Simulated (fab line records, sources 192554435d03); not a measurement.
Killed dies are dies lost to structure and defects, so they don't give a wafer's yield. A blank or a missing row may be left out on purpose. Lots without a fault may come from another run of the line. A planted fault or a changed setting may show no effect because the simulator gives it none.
Chamber matching | flow n5_finfet | N5_BEOL_M0_SAQP_ILD_DEP_01 on pecvd-02: 3 sister chambers
The step deposits SiOC from DEMS/O2, target thk 45.419 nm, time 8.7 s. 20 wafers are shown with their chamber, then 10 later ones without.

WAFERS WITH THEIR CHAMBER
wafer  | chamber | heater_power_w (W) | rf_fwd_power_W (W) | throttle_valve_pct (%)
L076.1 | 2       | 633                | 491                | 11.6
L076.2 | 0       | 532                | 488                | 12.4
L076.5 | 0       | 547                | 487                | 12.0
L079.2 | 1       | 410                | 489                | 12.2
L079.3 | 0       | 489                | 487                | 12.1
L079.6 | 1       | 414                | 491                | 11.8
L080.1 | 0       | 548                | 488                | 11.8
L080.3 | 2       | 625                | 492                | 11.7
L080.4 | 2       | 671                | 492                | 11.4
L082.2 | 0       | 509                | 487                | 12.2
L082.4 | 2       | 625                | 491                | 11.8
L082.5 | 1       | 451                | 490                | 12.0
L083.3 | 2       | 640                | 490                | 11.6
L083.4 | 2       | 634                | 490                | 11.7
L083.5 | 1       | 449                | 489                | 12.1
L085.2 | 0       | 548                | 489                | 12.3
L085.4 | 0       | 554                | 488                | 12.2
L085.5 | 1       | 401                | 491                | 12.2
L087.2 | 2       | 536                | 492                | 11.7
L087.3 | 1       | 424                | 491                | 12.0

SIGNATURES (means of the wafers above)
reading            | chamber 0 | chamber 1 | chamber 2 | scatter within a chamber
heater_power_w     | 532.43    | 424.83    | 623.43    | 30.8
rf_fwd_power_W     | 487.71    | 490.17    | 491.14    | 0.878
throttle_valve_pct | 12.143    | 12.050    | 11.643    | 0.163
Rule: a wafer's distance from a chamber is the root of the sum, over the readings, of the square of ((its reading less the chamber's mean) divided by the reading's scatter). The wafer belongs to the nearest chamber; if the next one is less than 2 further off, it can't be placed. The scatter: the root of (the sum of the squares of (reading less its chamber's mean) over the shown wafers, divided by (wafers less chambers)).

WAFERS WITHOUT THEIR CHAMBER
wafer  | heater_power_w (W) | rf_fwd_power_W (W) | throttle_valve_pct (%)
L087.5 | 426                | 493                | 11.8
L088.1 | 410                | 490                | 12.1
L088.4 | 460                | 489                | 12.0
L088.5 | 671                | 491                | 11.6
L094.1 | 508                | 486                | 12.1
L094.4 | 582                | 491                | 11.8
L094.5 | 409                | 492                | 11.8
L095.2 | 450                | 493                | 12.0
L095.4 | 439                | 492                | 12.1
L095.6 | 488                | 487                | 11.9

WHICH CHAMBER EACH WENT THROUGH
wafer  | from the rows above     | in truth
L087.5 | 1                       | 1
L088.1 | 1                       | 1
L088.4 | can't be placed: 1 or 0 | 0
L088.5 | 2                       | 2
L094.1 | 0                       | 0
L094.4 | 2                       | 2
L094.5 | 1                       | 1
L095.2 | 1                       | 1
L095.4 | 1                       | 1
L095.6 | 0                       | 0
Placed correctly: 9 of 10. Can't be placed from these rows: 1 (the true chamber is among the candidates in 1). Placed wrongly: 0.
